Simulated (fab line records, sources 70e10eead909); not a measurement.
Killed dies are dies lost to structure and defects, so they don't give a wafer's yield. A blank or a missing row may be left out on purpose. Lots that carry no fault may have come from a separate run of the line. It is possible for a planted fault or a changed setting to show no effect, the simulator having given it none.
fab line records -- flow nandHarc
[record] lots = 6, wafers = 18, lastDay = 31
route steps=1302 shown A_CONTACT@1007 END@1302
lots that met no fault: taken from a fault-free run of the same line
startH: the number of hours between the record's first day and the start of the first shown wafer of the lot -- waitH: hours since the lot's step before -- " identical to the entry in the row above -- L1.1+2: a single row standing in for several wafers -- - value missing, or start not given -- * or withheld: withheld -- < > ~ a bound
route shown NAME@n: a module of which the file shows steps, and the number in the route of the first -- usual: average and standard deviation across the fault-free wafers -- same: alike in all rows -- chamber/n: place in a boat -- sites: per-site readings -- _std_site: the values' standard deviation -- _edge_site: inner sites' mean taken away from outer sites' mean -- radiusMm: how far each site lies from the wafer's centre -- mask NAME#n: copy n -- behind: tool/chamber where the wafer was last shaped -- hold: what put the lot on hold/how long, in hours/how the hold closed -- device: whichever transistor did not switch (one of n, p or np) -- end of line: the same wafers' tests at the end of the route -- a step with no rows: only its recipe -- killed: not the wafer's yield, but the dies lost to structure and defects at the first sort -- map: per-die view of a wafer (x killed, . not killed, _ where there is no die)
set.NAME: the setting that was run; set.NAME@STEP: the one run at that earlier step -- model.NAME: the simulator's own value behind a step, which no gauge read
lots at selected steps of the route; one table per step, one row per wafer
services: the hour from which a tool's chamber was out of use, counted from the record's first day as startH (under 0 if before that day), plus the number of hours and why
[[steps]]
[step NHARC_A_CONTACT_ETCH_113]
[recipe] sourceW = withheld, pressureMtorr = 20, biasV = 3000, timeS = 190, targetDepthA = 18500, arFlowSccm = withheld, c4f8FlowSccm = withheld, o2FlowSccm = withheld, chemistry = C4F8/O2/Ar
[step NHARC_A_CONTACT_ETCH_114]
[recipe] sourceW = withheld, pressureMtorr = 20, biasV = 3000, timeS = 190, targetDepthA = 18500, arFlowSccm = withheld, c4f8FlowSccm = withheld, o2FlowSccm = withheld, chemistry = C4F8/O2/Ar
[step NHARC_A_CONTACT_ETCH_115]
[recipe] sourceW = withheld, pressureMtorr = 20, biasV = 3000, timeS = 190, targetDepthA = 18500, arFlowSccm = withheld, c4f8FlowSccm = withheld, o2FlowSccm = withheld, chemistry = C4F8/O2/Ar
[step NHARC_A_CONTACT_ETCH_116]
[recipe] sourceW = withheld, pressureMtorr = 20, biasV = 3000, timeS = 190, targetDepthA = 18500, arFlowSccm = withheld, c4f8FlowSccm = withheld, o2FlowSccm = withheld, chemistry = C4F8/O2/Ar
[usual] runLengthS = 190/0
lot.wafer,tool,chamber,startH,waitH,rfHoursCounterH,runLengthS
L248.1,harCapEtch-03,0,511.20,0.1,42,190
L248.2,harCapEtch-03,1,511.20,0.1,42,190
L248.3,harCapEtch-03,1,511.20,0.1,-,190
L255.1,harCapEtch-01,1,558.56,0.1,11,190
L255.4,harCapEtch-01,1,558.56,0.1,-,190
L255.5,harCapEtch-01,1,558.56,0.1,-,190
L258.1,harCapEtch-02,0,591.95,0.1,97,190
L258.2,harCapEtch-02,1,591.95,0.1,97,190
L258.6,harCapEtch-02,1,591.95,0.1,-,190
L260.3,harCapEtch-01,0,601.44,0.1,-,190
L260.4,harCapEtch-01,1,601.44,0.1,-,190
L260.6,harCapEtch-01,1,601.44,0.1,-,190
L264.2,harCapEtch-01,1,660.51,0.1,30,190
L264.3,harCapEtch-01,0,660.51,0.1,-,190
L264.6,harCapEtch-01,1,660.51,0.1,-,190
L267.3,harCapEtch-02,1,686.18,0.1,-,190
L267.6,harCapEtch-02,0,686.18,0.1,-,190
L267.5,harCapEtch-02,1,686.18,0.1,-,190
[step NHARC_A_CONTACT_ETCH_117]
[recipe] sourceW = withheld, pressureMtorr = 20, biasV = 3000, timeS = 190, targetDepthA = 18500, arFlowSccm = withheld, c4f8FlowSccm = withheld, o2FlowSccm = withheld, chemistry = C4F8/O2/Ar
[step NHARC_A_CONTACT_ETCH_118]
[recipe] sourceW = withheld, pressureMtorr = 20, biasV = 3000, timeS = 190, targetDepthA = 18500, arFlowSccm = withheld, c4f8FlowSccm = withheld, o2FlowSccm = withheld, chemistry = C4F8/O2/Ar
[step NHARC_A_CONTACT_ETCH_119]
[recipe] sourceW = withheld, pressureMtorr = 20, biasV = 3000, timeS = 190, targetDepthA = 18500, arFlowSccm = withheld, c4f8FlowSccm = withheld, o2FlowSccm = withheld, chemistry = C4F8/O2/Ar
[usual] runLengthS = 190/0
lot.wafer,tool,chamber,startH,waitH,rfHoursCounterH,runLengthS
L248.1,harCapEtch-03,0,511.72,0.1,42,190
L248.2,harCapEtch-03,1,511.72,0.1,42,190
L248.3,harCapEtch-03,1,511.72,0.1,-,190
L255.1,harCapEtch-01,1,559.07,0.1,12,190
L255.4,harCapEtch-01,1,559.07,0.1,-,190
L255.5,harCapEtch-01,1,559.07,0.1,-,190
L258.1,harCapEtch-02,0,592.46,0.1,97,190
L258.2,harCapEtch-02,1,592.46,0.1,97,190
L258.6,harCapEtch-02,1,592.46,0.1,-,190
L260.3,harCapEtch-01,0,601.95,0.1,-,190
L260.4,harCapEtch-01,1,601.95,0.1,-,190
L260.6,harCapEtch-01,1,601.95,0.1,-,190
L264.2,harCapEtch-01,1,661.03,0.1,31,190
L264.3,harCapEtch-01,0,661.03,0.1,-,190
L264.6,harCapEtch-01,1,661.03,0.1,-,190
L267.3,harCapEtch-02,1,686.69,0.1,-,190
L267.6,harCapEtch-02,0,686.69,0.1,-,190
L267.5,harCapEtch-02,1,686.69,0.1,-,190
[step NHARC_A_CONTACT_ETCH_120]
[recipe] sourceW = withheld, pressureMtorr = 20, biasV = 3000, timeS = 190, targetDepthA = 18500, arFlowSccm = withheld, c4f8FlowSccm = withheld, o2FlowSccm = withheld, chemistry = C4F8/O2/Ar
[usual] runLengthS = 190/0
lot.wafer,tool,chamber,startH,waitH,rfHoursCounterH,runLengthS
L248.1,harCapEtch-03,0,511.89,0.1,42,190
L248.2,harCapEtch-03,1,511.89,0.1,42,190
L248.3,harCapEtch-03,1,511.89,0.1,-,190
L255.1,harCapEtch-01,1,559.24,0.1,12,190
L255.4,harCapEtch-01,1,559.24,0.1,-,190
L255.5,harCapEtch-01,1,559.24,0.1,-,190
L258.1,harCapEtch-02,0,592.64,0.1,97,190
L258.2,harCapEtch-02,1,592.64,0.1,97,190
L258.6,harCapEtch-02,1,592.64,0.1,-,190
L260.3,harCapEtch-01,0,602.12,0.1,-,190
L260.4,harCapEtch-01,1,602.12,0.1,-,190
L260.6,harCapEtch-01,1,602.12,0.1,-,190
L264.2,harCapEtch-01,1,661.20,0.1,31,190
L264.3,harCapEtch-01,0,661.20,0.1,-,190
L264.6,harCapEtch-01,1,661.20,0.1,-,190
L267.3,harCapEtch-02,1,686.86,0.1,-,190
L267.6,harCapEtch-02,0,686.86,0.1,-,190
L267.5,harCapEtch-02,1,686.86,0.1,-,190
[step NHARC_A_CONTACT_ETCH_121]
[recipe] sourceW = withheld, pressureMtorr = 20, biasV = 3000, timeS = 190, targetDepthA = 18500, arFlowSccm = withheld, c4f8FlowSccm = withheld, o2FlowSccm = withheld, chemistry = C4F8/O2/Ar
[usual] runLengthS = 190/0
lot.wafer,tool,chamber,startH,waitH,rfHoursCounterH,runLengthS
L248.1,harCapEtch-03,0,512.06,0.1,42,190
L248.2,harCapEtch-03,1,512.06,0.1,42,190
L248.3,harCapEtch-03,1,512.06,0.1,-,190
L255.1,harCapEtch-01,1,559.41,0.1,12,190
L255.4,harCapEtch-01,1,559.41,0.1,-,190
L255.5,harCapEtch-01,1,559.41,0.1,-,190
L258.1,harCapEtch-02,0,592.81,0.1,98,190
L258.2,harCapEtch-02,1,592.81,0.1,98,190
L258.6,harCapEtch-02,1,592.81,0.1,-,190
L260.3,harCapEtch-01,0,602.29,0.1,-,190
L260.4,harCapEtch-01,1,602.29,0.1,-,190
L260.6,harCapEtch-01,1,602.29,0.1,-,190
L264.2,harCapEtch-01,1,661.37,0.1,31,190
L264.3,harCapEtch-01,0,661.37,0.1,-,190
L264.6,harCapEtch-01,1,661.37,0.1,-,190
L267.3,harCapEtch-02,1,687.03,0.1,-,190
L267.6,harCapEtch-02,0,687.03,0.1,-,190
L267.5,harCapEtch-02,1,687.03,0.1,-,190
[step NHARC_A_CONTACT_ETCH_122]
[recipe] sourceW = withheld, pressureMtorr = 20, biasV = 3000, timeS = 190, targetDepthA = 18500, arFlowSccm = withheld, c4f8FlowSccm = withheld, o2FlowSccm = withheld, chemistry = C4F8/O2/Ar
[step NHARC_A_CONTACT_ETCH_123]
[recipe] sourceW = withheld, pressureMtorr = 20, biasV = 400, timeS = 490, targetDepthA = 21100, arFlowSccm = withheld, c4f8FlowSccm = 11.5, o2FlowSccm = 7.2, chemistry = C4F8/O2/Ar
[step NHARC_A_CONTACT_ETCH_90]
[recipe] targetDepthA = 400, overEtchFrac = 0.5, timeS = 85.7, ionEnergyEv = 120, ch3fFlowSccm = 50, o2FlowSccm = 30, arFlowSccm = 200, rfW = 500, biasW = 100, chemistry = CH3F/O2
[usual] drypumpMotorCurrentA = 5.4/0.55, oesProductAu = 0.946/0.03, rfVppV = 244.1/1.7, runLengthS = 107.3/0.5, showerheadPlenumPTorr = 2.44/0.1, throttleValvePct = 20.662/0.0096
lot.wafer,tool,chamber,startH,waitH,drypumpMotorCurrentA,oesProductAu,rfHoursCounterH,rfVppV,runLengthS,showerheadPlenumPTorr,throttleValvePct
L248.3,rieDiel-04,0,513.36,0.6,4.9,0.915,54,245.5,107.9,2.55,20.664
L248.2,rieDiel-04,1,513.36,0.6,4.8,0.911,54,243.4,107.1,2.41,20.661
L248.1,rieDiel-04,2,513.36,0.6,6.3,0.935,48,246.6,107.1,2.59,20.661
L255.1,rieDiel-13,2,560.69,0.8,5.0,1.014,8,241.7,107.5,2.30,20.660
L255.4,rieDiel-13,1,560.69,0.8,5.7,1.005,10,242.8,107.9,2.42,20.657
L255.5,rieDiel-13,3,560.69,0.8,6.6,0.995,-,244.4,107.3,2.44,20.650
L258.2,rieDiel-04,1,594.12,0.8,4.8,0.962,15,244.2,107.2,2.40,20.666
L258.1,rieDiel-04,0,594.12,0.8,4.9,0.941,18,246.2,107.8,2.54,20.677
L258.6,rieDiel-04,2,594.12,0.8,6.3,0.930,-,247.7,106.9,2.58,20.656
L260.4,rieDiel-07,0,603.58,0.7,4.8,0.922,20,244.5,106.1,2.55,20.651
L260.3,rieDiel-07,1,603.58,0.7,5.8,0.950,20,240.8,108.3,2.27,20.660
L260.6,rieDiel-07,3,603.58,0.7,5.1,0.925,-,244.9,107.2,2.43,20.658
L264.3,rieDiel-07,2,662.66,0.7,5.4,0.943,1,243.9,107.9,2.44,20.674
L264.2,rieDiel-07,3,662.66,0.7,5.0,0.948,1,244.6,107.3,2.42,20.658
L264.6,rieDiel-07,2,662.66,0.7,5.4,0.942,-,243.7,107.7,2.44,20.678
L267.3,rieDiel-07,0,688.31,0.7,4.8,0.939,3,245.5,106.3,2.55,20.664
L267.6,rieDiel-07,1,688.31,0.7,5.8,0.955,-,248.0,107.9,2.66,20.650
L267.5,rieDiel-07,2,688.31,0.7,5.4,0.972,-,244.4,108.1,2.44,20.672
[step NHARC_A_CONTACT_ETCH_96]
[recipe] targetDepthA = 200, overEtchFrac = 0.5, timeS = 10, ionEnergyEv = 250, c4f6FlowSccm = 25, o2FlowSccm = 20, arFlowSccm = 500, rfW = 600, biasW = 500, chemistry = C4F6/O2
[usual] drypumpMotorCurrentA = 5.5/0.53, oesProductAu = 0.966/0.023, rfVppV = 546/3.3, runLengthS = 31.2/0.39, showerheadPlenumPTorr = 3.90/0.16, throttleValvePct = 26.903/0.01
lot.wafer,tool,chamber,startH,waitH,drypumpMotorCurrentA,oesProductAu,rfHoursCounterH,rfVppV,runLengthS,showerheadPlenumPTorr,throttleValvePct
L248.3,rieDiel-04,3,513.50,-,6.0,0.934,51,546,31.2,3.85,26.909
L248.1,rieDiel-04,0,513.50,-,4.9,0.940,54,551,31.7,4.05,26.896
L248.2,rieDiel-04,2,513.50,-,6.3,0.940,48,551,30.9,4.12,26.899
L255.1,rieDiel-13,0,560.83,-,5.9,1.010,10,543,31.0,3.72,26.892
L255.4,rieDiel-13,3,560.83,-,6.6,0.998,8,546,31.2,3.89,26.900
L255.5,rieDiel-13,0,560.83,-,5.9,1.001,-,542,30.9,3.72,26.892
L258.2,rieDiel-04,3,594.29,-,5.9,0.957,18,544,31.1,3.84,26.898
L258.1,rieDiel-04,0,594.29,-,4.9,0.963,18,548,31.8,4.04,26.903
L258.6,rieDiel-04,1,594.29,-,4.8,0.980,-,545,31.0,3.84,26.912
L260.3,rieDiel-07,2,603.69,-,5.4,0.962,21,547,31.9,3.91,26.902
L260.4,rieDiel-07,3,603.69,-,5.1,0.940,21,546,31.5,3.88,26.912
L260.6,rieDiel-07,2,603.69,-,5.4,0.965,-,546,31.6,3.91,26.901
L264.2,rieDiel-07,2,662.80,-,5.3,0.975,2,547,27.8,3.90,26.908
L264.3,rieDiel-07,1,662.80,-,5.8,0.951,2,555,27.4,4.23,26.899
L264.6,rieDiel-07,2,662.80,-,5.4,0.958,-,546,27.9,3.90,26.907
L267.3,rieDiel-07,3,688.41,-,5.1,0.968,6,546,27.1,3.87,26.901
L267.5,rieDiel-07,2,688.41,-,5.4,0.984,-,545,28.1,3.90,26.892
L267.6,rieDiel-07,3,688.41,-,5.1,0.966,-,546,27.2,3.87,26.915
[step NHARC_A_CONTACT_CD_MEAS_53]
[usual] cdNm = 289.9/0.75
lot.wafer,tool,chamber,startH,waitH,cdNm
L248.1,cdSem-02,-,513.58,-,290.1
L248.2,cdSem-02,-,513.58,-,289.0
L248.3,cdSem-02,-,513.58,-,289.5
L255.1,cdSem-02,-,560.91,-,289.5
L255.4,cdSem-02,-,560.91,-,289.4
L255.5,cdSem-02,-,560.91,-,289.0
L258.1,cdSem-02,-,594.37,-,290.2
L258.2,cdSem-02,-,594.37,-,290.0
L258.6,cdSem-02,-,594.37,-,290.0
L260.3,cdSem-02,-,603.78,-,288.9
L260.4,cdSem-02,-,603.78,-,289.6
L260.6,cdSem-02,-,603.78,-,289.3
L264.2,cdSem-03,-,662.89,-,289.8
L264.3,cdSem-03,-,662.89,-,289.4
L264.6,cdSem-03,-,662.89,-,290.1
L267.3,cdSem-03,-,688.49,-,290.9
L267.5,cdSem-03,-,688.49,-,290.3
L267.6,cdSem-03,-,688.49,-,291.1
[step NHARC_END_SORT_01]
[recipe] tempC = 25
[usual] killedAtArray = 52/16, killedAtOther = 0.8/0.98, killedAtPeriphery = 4.2/2.9, killedDies = 57/16, killedOpen = 3.3/1.9, killedShort = 2.5/1.5
[same] grossDies = 677
lot.wafer,tool,chamber,startH,waitH,killedAtArray,killedAtOther,killedAtPeriphery,killedDies,killedOpen,killedShort
L264.2,prober-02,0,727.20,2.8,662,1,14,677,4,2
L264.3,prober-02,0,728.00,3.1,667,2,8,677,2,4
L264.6,prober-02,0,730.41,4.0,673,0,4,677,2,3
L267.3,prober-01,0,753.06,3.1,675,0,2,677,2,1
L267.5,prober-01,0,754.67,3.7,672,0,5,677,4,0
L267.6,prober-01,0,755.48,4.0,672,0,5,677,6,3
// killed by level:class
L264.2 A_CONTACT:areaEtch=607 A_SLIT:chamberFilmFlake=25 A_CHANNEL_HOLE_D1:chamberFilmFlake=19 P_GATE:chamberFilmFlake=4 P_M2:chamberFilmFlake=4 P_BONDPAD:chamberFilmFlake=3 A_CONTACT:chamberFilmFlake=2 A_CHANNEL_FILL_D2:chamberFilmFlake=2
L264.3 A_CONTACT:areaEtch=594 A_SLIT:chamberFilmFlake=30 A_CHANNEL_HOLE_D1:chamberFilmFlake=30 A_CONTACT:chamberFilmFlake=4 P_M2:chamberFilmFlake=3 A_M0:geometricParticle:short=2 P_STI:chamberFilmFlake=2 A_CHANNEL_FILL_D2:chamberFilmFlake=2
L264.6 A_CONTACT:areaEtch=616 A_SLIT:chamberFilmFlake=22 A_CHANNEL_HOLE_D1:chamberFilmFlake=21 A_CONTACT:chamberFilmFlake=4 A_ZERO_WELL:chamberFilmFlake=3 P_M2:chamberFilmFlake=2 A_ONON_D1:geometricParticle:short=1 A_DECK1_JOINT:geometricParticle:short=1
L267.3 A_CONTACT:areaEtch=625 A_CHANNEL_HOLE_D2:chamberFilmFlake=22 A_CHANNEL_HOLE_D1:chamberFilmFlake=13 A_SLIT:chamberFilmFlake=9 A_WL_FILL:chamberFilmFlake=3 P_M0:geometricParticle:open=1 A_DECK1_JOINT:geometricParticle:short=1 A_BLC:geometricParticle:open=1
L267.5 A_CONTACT:areaEtch=626 A_CHANNEL_HOLE_D2:chamberFilmFlake=22 A_CHANNEL_HOLE_D1:chamberFilmFlake=12 A_SLIT:chamberFilmFlake=5 A_CONTACT:chamberFilmFlake=3 P_STI:geometricParticle:open=1 P_GATE:geometricParticle:open=1 P_CONTACT:geometricParticle:open=1
L267.6 A_CONTACT:areaEtch=625 A_CHANNEL_HOLE_D2:chamberFilmFlake=15 A_CONTACT:chamberFilmFlake=8 A_CHANNEL_HOLE_D1:chamberFilmFlake=7 A_SLIT:chamberFilmFlake=6 P_GATE:chamberFilmFlake=3 A_WL_FILL:chamberFilmFlake=3 A_CHANNEL_FILL_D1:geometricParticle:short=2
// map L264.2 (x killed, . not)
____________x____________
_________xxxxxxx_________
_______xxxxxxxxxxx_______
______xxxxxxxxxxxxx______
_____xxxxxxxxxxxxxxx_____
____xxxxxxxxxxxxxxxxx____
____xxxxxxxxxxxxxxxxx____
___xxxxxxxxxxxxxxxxxxx___
___xxxxxxxxxxxxxxxxxxx___
__xxxxxxxxxxxxxxxxxxxxx__
__xxxxxxxxxxxxxxxxxxxxx__
_xxxxxxxxxxxxxxxxxxxxxxx_
_xxxxxxxxxxxxxxxxxxxxxxx_
_xxxxxxxxxxxxxxxxxxxxxxx_
_xxxxxxxxxxxxxxxxxxxxxxx_
_xxxxxxxxxxxxxxxxxxxxxxx_
xxxxxxxxxxxxxxxxxxxxxxxxx
xxxxxxxxxxxxxxxxxxxxxxxxx
xxxxxxxxxxxxxxxxxxxxxxxxx
xxxxxxxxxxxxxxxxxxxxxxxxx
xxxxxxxxxxxxxxxxxxxxxxxxx
_xxxxxxxxxxxxxxxxxxxxxxx_
_xxxxxxxxxxxxxxxxxxxxxxx_
_xxxxxxxxxxxxxxxxxxxxxxx_
_xxxxxxxxxxxxxxxxxxxxxxx_
_xxxxxxxxxxxxxxxxxxxxxxx_
__xxxxxxxxxxxxxxxxxxxxx__
__xxxxxxxxxxxxxxxxxxxxx__
___xxxxxxxxxxxxxxxxxxx___
___xxxxxxxxxxxxxxxxxxx___
____xxxxxxxxxxxxxxxxx____
____xxxxxxxxxxxxxxxxx____
_____xxxxxxxxxxxxxxx_____
______xxxxxxxxxxxxx______
_______xxxxxxxxxxx_______
_________xxxxxxx_________
____________x____________
// map L267.3 (x killed, . not)
____________x____________
_________xxxxxxx_________
_______xxxxxxxxxxx_______
______xxxxxxxxxxxxx______
_____xxxxxxxxxxxxxxx_____
____xxxxxxxxxxxxxxxxx____
____xxxxxxxxxxxxxxxxx____
___xxxxxxxxxxxxxxxxxxx___
___xxxxxxxxxxxxxxxxxxx___
__xxxxxxxxxxxxxxxxxxxxx__
__xxxxxxxxxxxxxxxxxxxxx__
_xxxxxxxxxxxxxxxxxxxxxxx_
_xxxxxxxxxxxxxxxxxxxxxxx_
_xxxxxxxxxxxxxxxxxxxxxxx_
_xxxxxxxxxxxxxxxxxxxxxxx_
_xxxxxxxxxxxxxxxxxxxxxxx_
xxxxxxxxxxxxxxxxxxxxxxxxx
xxxxxxxxxxxxxxxxxxxxxxxxx
xxxxxxxxxxxxxxxxxxxxxxxxx
xxxxxxxxxxxxxxxxxxxxxxxxx
xxxxxxxxxxxxxxxxxxxxxxxxx
_xxxxxxxxxxxxxxxxxxxxxxx_
_xxxxxxxxxxxxxxxxxxxxxxx_
_xxxxxxxxxxxxxxxxxxxxxxx_
_xxxxxxxxxxxxxxxxxxxxxxx_
_xxxxxxxxxxxxxxxxxxxxxxx_
__xxxxxxxxxxxxxxxxxxxxx__
__xxxxxxxxxxxxxxxxxxxxx__
___xxxxxxxxxxxxxxxxxxx___
___xxxxxxxxxxxxxxxxxxx___
____xxxxxxxxxxxxxxxxx____
____xxxxxxxxxxxxxxxxx____
_____xxxxxxxxxxxxxxx_____
______xxxxxxxxxxxxx______
_______xxxxxxxxxxx_______
_________xxxxxxx_________
____________x____________
[[services]]
tool,chamber,startH,hours,kind
harCapEtch-01,-,497.00,17.0,pm
harCapEtch-01,0,497.00,17.0,ventCycle
harCapEtch-01,1,497.00,17.0,ventCycle
rieDiel-07,0,504.80,-,clean
rieDiel-07,1,504.80,-,clean
rieDiel-07,2,504.80,-,clean
rieDiel-07,3,504.80,-,clean
harCapEtch-01,0,514.00,-,clean
harCapEtch-01,0,514.00,-,consumableReplace:focusRing
harCapEtch-01,1,514.00,-,clean
rieDiel-13,-,521.84,9.0,pm
rieDiel-07,0,529.33,-,clean
rieDiel-07,1,529.33,-,clean
rieDiel-07,2,529.33,-,clean
rieDiel-07,3,529.33,-,clean
rieDiel-04,-,531.98,9.0,pm
rieDiel-07,0,553.83,-,clean
rieDiel-07,1,553.83,-,clean
rieDiel-07,2,553.83,-,clean
rieDiel-07,3,553.83,-,clean
rieDiel-07,0,578.35,-,clean
rieDiel-07,2,620.37,1.4,repair
rieDiel-07,-,648.30,9.0,pm
rieDiel-04,-,666.79,1.2,repair
[[key]]
[firstSign] step = NHARC_A_CONTACT_ETCH_96, reading = runLengthS, direction = down, sigmas = 9.3, usual = *, struck = *
[effect] step = NHARC_END_SORT_01, reading = killedAtArray, direction = up, sigmas = 39, usual = 52, struck = 670
[moreKillsBornAt] NHARC_A_CONTACT_ETCH_96@rieDiel-07 = 3693
metAt NHARC_A_CONTACT_ETCH_96
struckWafers L264.2,L264.3,L264.6,L267.3,L267.5,L267.6
laterRowsLeftOut L264.2,L264.3,L264.6,L267.3,L267.5,L267.6
testerLeftOut L264,L267
onsetBetween 603.69 662.80
[fault] kind = processParameterDrift, tool = rieDiel-07, chamber = -, onsetH = 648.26, steps = NHARC_A_CONTACT_ETCH_96, channel = timeS, offset = *, shape = step, endH = 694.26, actsIn = *, stated = *
// testerLeftOut: of these lots the tester's yield and bins aren't shown, on N5 and GAA mostly nor the transistor test; their killed dies are dies lost to structure and defects alone, not to doping, threshold or leakage, so they don't give the yield
// laterRowsLeftOut: the simulator's readings of these wafers behind a module that went badly wrong aren't trusted and aren't shown, but for the sort
